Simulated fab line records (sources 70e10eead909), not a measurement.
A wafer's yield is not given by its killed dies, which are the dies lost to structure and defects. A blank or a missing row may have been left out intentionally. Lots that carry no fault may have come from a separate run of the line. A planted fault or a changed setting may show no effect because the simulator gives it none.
Matching of chambers ; flow nand_harc ; ald_metal-03 running NHARC_A_WL_FILL_ALD_19: 4 sister chambers
The step deposits TiN, target thk 2 nm, pulse time 3 s, ald cycles 100. 4 wafers are shown with their chamber, then 9 later ones without.

== WAFERS PAIRED WITH THEIR CHAMBERS ==
wafer;chamber;heater_power_w (W)
L085.1;3;1122
L088.3;0;1019
L088.4;1;1121
L088.6;2;1068

== WAFERS WITHOUT THEIR CHAMBER ==
wafer;heater_power_w (W)
L089.4;977
L089.5;1101
L089.6;1039
L093.2;1142
L093.5;1136
L093.6;995
L096.1;1157
L096.3;1031
L096.4;1162

== THE CHAMBER EACH PASSED THROUGH ==
wafer;from the rows above;in truth
L089.4;can't be placed: 0 or 2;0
L089.5;can't be placed: 1 or 3 or 2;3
L089.6;can't be placed: 0 or 2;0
L093.2;can't be placed: 3 or 1 or 2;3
L093.5;can't be placed: 3 or 1 or 2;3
L093.6;can't be placed: 0 or 2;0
L096.1;can't be placed: 3 or 1 or 2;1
L096.3;can't be placed: 0 or 2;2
L096.4;can't be placed: 3 or 1 or 2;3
Correctly placed: 0 of 9. From these rows, 9 cannot be placed; in 9 the true chamber is one of the candidates. Number placed wrongly: 0.
How it was worked out, from the rows above alone: a wafer's distance from a chamber is the root of the sum, over the readings, of the square of ((its reading less the chamber's mean) divided by the reading's scatter). The wafer belongs to the nearest chamber; if the next one is less than 2 further off, it can't be placed. The mean given for a chamber averages the wafers shown for that chamber. The scatter: with one shown wafer a chamber, the root of the mean of the squares of how far each hidden wafer lies from its nearest shown one.
